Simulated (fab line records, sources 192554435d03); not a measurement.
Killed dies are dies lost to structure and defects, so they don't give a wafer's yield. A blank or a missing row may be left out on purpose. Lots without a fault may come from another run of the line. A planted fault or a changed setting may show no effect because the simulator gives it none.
Which tool did it? | flow n5_finfet | 6 lots, 16 wafers sampled, at 1 step of a route of 1938

WHAT THE GAUGES READ, wafer by wafer
N5_BEOL_M10_OVL_MEAS_29.
lot  | measured     | on         | V9_OVL (nm)
L766 | day 10 16:02 | overlay-01 | -1.6 -1.5 0.7
L767 | day 10 22:35 | overlay-02 | -1.3 -0.2 -0.5
L769 | day 12 04:46 | overlay-01 | 0.3 -0.5
L771 | day 12 13:07 | overlay-02 | 0.0 0.1 -0.5
L782 | day 15 02:23 | overlay-01 | 0.5 0.3
L784 | day 15 13:20 | overlay-02 | 0.1 -0.4 0.1

WHICH TOOL RAN EACH LOT (tool, then ch and the chambers of the sampled wafers, then the start)
The record holds no process step before these readings.

THE ANSWER, worked out from the rows above alone
Rule: what is usual is taken from the lots themselves. Put in order of their means at a reading, lots are off if they are a third of the lots or fewer, leave a main group of 4 or more, and stand apart from it by a gap of 3 or more times the standard deviation of the main group's means; of several such gaps the widest counts. A main group whose means are all the same, to the digits that the tables above print for the reading, isn't used. A lot without any number at a reading at which 4 lots or more have one is off too. The other lots that the step has rows for count as sound.
No lot is off at any reading shown: from this, nothing can be told.

WHAT THE SIMULATOR HAD PUT IN
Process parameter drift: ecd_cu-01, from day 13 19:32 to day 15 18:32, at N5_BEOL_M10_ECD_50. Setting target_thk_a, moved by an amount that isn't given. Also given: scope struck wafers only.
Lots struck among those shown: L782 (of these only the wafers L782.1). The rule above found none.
